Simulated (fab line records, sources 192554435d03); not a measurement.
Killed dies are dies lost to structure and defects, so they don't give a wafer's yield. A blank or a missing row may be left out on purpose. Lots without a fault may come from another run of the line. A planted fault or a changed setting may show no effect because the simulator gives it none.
One fault seen from 2 desks | flow n5_finfet | each desk has only its own numbers; what lay behind them comes last

THE TOOL OWNER'S DESK: ald_metal-02
The tool's own readings at N5_HKMG_FIN_ALD_21 (deposits TiN, target thk 1.5 nm, pulse time 1 s, purge time 3 s): means of the sampled wafers that have a number, for each lot that ran on this tool. A lot is out of limits, marked OUT, if its mean lies more than 4 standard deviations from the usual mean; the brackets give that distance.
Columns: A = heater_power_w at N5_HKMG_FIN_ALD_21, usual 866 W; B = precursor_pulse_height_rel at N5_HKMG_FIN_ALD_21, usual 1.000
lot  | first seen here | A   | B
L944 | day 5 08:35     | 839 | 0.999
L952 | day 7 07:16     | 816 | 0.976
L953 | day 7 14:49     | 830 | 0.995
L955 | day 8 04:26     | 865 | 0.992
L958 | day 8 19:52     | 817 | 0.999
This desk's finding: nothing out of limits on any of the 5 lots.

THE METROLOGY DESK
What the gauges read, lot by lot, whatever tool the lot ran on: means of the sampled wafers that have a number. A lot is out of limits, marked OUT, if its mean lies more than 4 standard deviations from the usual mean; the brackets give that distance.
Columns: A = TV_OVL at N5_PASSIVATION_OVL_MEAS_60, usual -3 nm; B = PAD_OVL at N5_PASSIVATION_OVL_MEAS_63, usual -2 nm
lot  | first seen here | A   | B
L941 | day 11 17:33    | -4  | -2
L943 | day 12 18:13    | -3  | -6
L945 | day 12 21:52    | 2   | -7
L947 | day 13 01:50    | -2  | 5
L948 | day 13 09:56    | -5  | -3
L944 | day 13 12:59    | -1  | -5
L951 | day 14 08:41    | -6  | 9
L952 | day 15 00:22    | -5  | -5
L954 | day 15 01:02    | -5  | -2
L953 | day 15 04:16    | -4  | -9
L955 | day 15 17:17    | -0  | 10
L958 | day 16 06:47    | -13 | -3
L956 | day 16 08:01    | -5  | -7
This desk's finding: nothing out of limits on any of the 13 lots.

PUT TOGETHER
The tool owner's desk saw nothing out of limits.
The metrology desk saw nothing out of limits.

WHAT THE SIMULATOR HAD PUT IN
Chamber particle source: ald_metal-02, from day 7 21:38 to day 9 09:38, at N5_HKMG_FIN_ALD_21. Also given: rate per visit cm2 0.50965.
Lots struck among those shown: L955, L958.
